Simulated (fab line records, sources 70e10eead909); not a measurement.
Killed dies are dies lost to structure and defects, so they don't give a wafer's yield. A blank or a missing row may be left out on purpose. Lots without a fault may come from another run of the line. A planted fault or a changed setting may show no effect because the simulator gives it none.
Problem report in the 8D (eight disciplines) form, filled by code | flow nand_harc | the parts of the form that need people (team, actions taken, sign-off) are left out

1. THE PROBLEM
rf_fwd_power_W at NHARC_A_STAIRCASE_DEP_325 reads a mean of 436.1 W on 1 wafer of 1 lot; wafers without a fault read 499.3 W with a standard deviation of 1.4. That is -45 standard deviations from the usual mean.
The step: deposits SiO2, target thk 7200 nm.
First seen on wafer L133.3, day 24 05:13, on pecvd-02. The record holds 39 wafers of 13 lots with a number at this step. Rule for "out", or "out of limits": more than 4 standard deviations from the usual mean. The other wafers with a number count as sound.

2. WHAT IT IS AND WHAT IT IS NOT
question                    | is                | is not
which readings at this step | rf_fwd_power_W    | heater_power_w
which lots                  | L133              | L119, L120, L123, L124, L125, L126, L127, L128, L129, L130, L131, L139
which wafers of those lots  | L133.3            | L133.4, L133.6
read on which tools         | pecvd-02          | pecvd-01, pecvd-03
when                        | from day 24 05:13 | up to then (35 sound wafers); but 3 sound wafers of L139 came after

3. SUSPECTS, AND WHAT RULES EACH OUT
Counting: a tool at a process step up to the reading stays a suspect if it ran every lot that is out. Sound lots after the first of them don't rule it out here, since some wafers of a struck lot are sound.
- ald_hk-01 at NHARC_A_STAIRCASE_ALD_415 (deposits SiO2, target thk 30 nm, pulse time 6 s, ald cycles 300): kept. It ran the lot that is out, L133 (day 22 23:26); its last sound lot up to then is L125 (day 19 23:44).
- rie_diel-13 at NHARC_A_STAIRCASE_ETCHBACK_416 (etches the open film in C4F8/O2/Ar, target depth 36 nm, time 7.2 s): kept. It ran the lot that is out, L133 (day 23 19:55); its last sound lot up to then is L131 (day 22 15:13). NHARC_A_STAIRCASE_ETCHBACK_416 gives no start for some lots, so the hours and the order of its lots are those of NHARC_A_STAIRCASE_DEP_322.
- pecvd-01 at NHARC_A_STAIRCASE_DEP_322 (deposits SiO2, target thk 7200 nm): kept. It ran the lot that is out, L133 (day 23 19:55); its last sound lot up to then is L130 (day 22 15:08).
- pecvd-02 at NHARC_A_STAIRCASE_DEP_325 (deposits SiO2, target thk 7200 nm): kept. It ran the lot that is out, L133 (day 24 05:13); its last sound lot up to then is L131 (day 22 23:29). Its own readings are out on those wafers: rf_fwd_power_W.
- Within ald_hk-01 at NHARC_A_STAIRCASE_ALD_415: the wafers that are out ran in chamber 1; their sound lot-mates ran in chambers 0, 2.
- Within rie_diel-13 at NHARC_A_STAIRCASE_ETCHBACK_416: the wafers that are out ran in chamber 3; their sound lot-mates ran in chamber 1.
- Within pecvd-02 at NHARC_A_STAIRCASE_DEP_325: the wafers that are out ran in chamber 0; their sound lot-mates ran in chambers 1, 2.
Left after counting: ald_hk-01 at NHARC_A_STAIRCASE_ALD_415, rie_diel-13 at NHARC_A_STAIRCASE_ETCHBACK_416, pecvd-01 at NHARC_A_STAIRCASE_DEP_322, pecvd-02 at NHARC_A_STAIRCASE_DEP_325.

4. THE CAUSE (what the simulator had put in)
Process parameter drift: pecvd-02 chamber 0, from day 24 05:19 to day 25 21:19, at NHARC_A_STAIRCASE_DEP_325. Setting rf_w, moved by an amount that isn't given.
Counting left 4 suspects, and this tool is among them.

5. THE CHAIN OF EFFECTS, in route order
Each row: a reading whose mean over the struck wafers that have a number lies more than 3 standard deviations from the usual. Only readings for which the record gives a usual standard deviation are gone through. hours: the time from each lot's start at the first step in this table that gives one to its start at this step, as a median over the lots. sigmas: the change in usual standard deviations.
hours | step                      | reading        | usual   | on struck wafers | change | sigmas
0     | NHARC_A_STAIRCASE_DEP_325 | rf_fwd_power_W | 499.3 W | 436.1            | -63.2  | -45
The process steps in it:
- NHARC_A_STAIRCASE_DEP_325: deposits SiO2, target thk 7200 nm.
Later measuring or inspecting steps at which every struck wafer that the step has a row for has a number for every such reading, and none has moved that far: NHARC_END_SORT_01.

6. WHAT WOULD HAVE CAUGHT IT SOONER
In this record the first reading out of limits was taken at day 24 05:13.
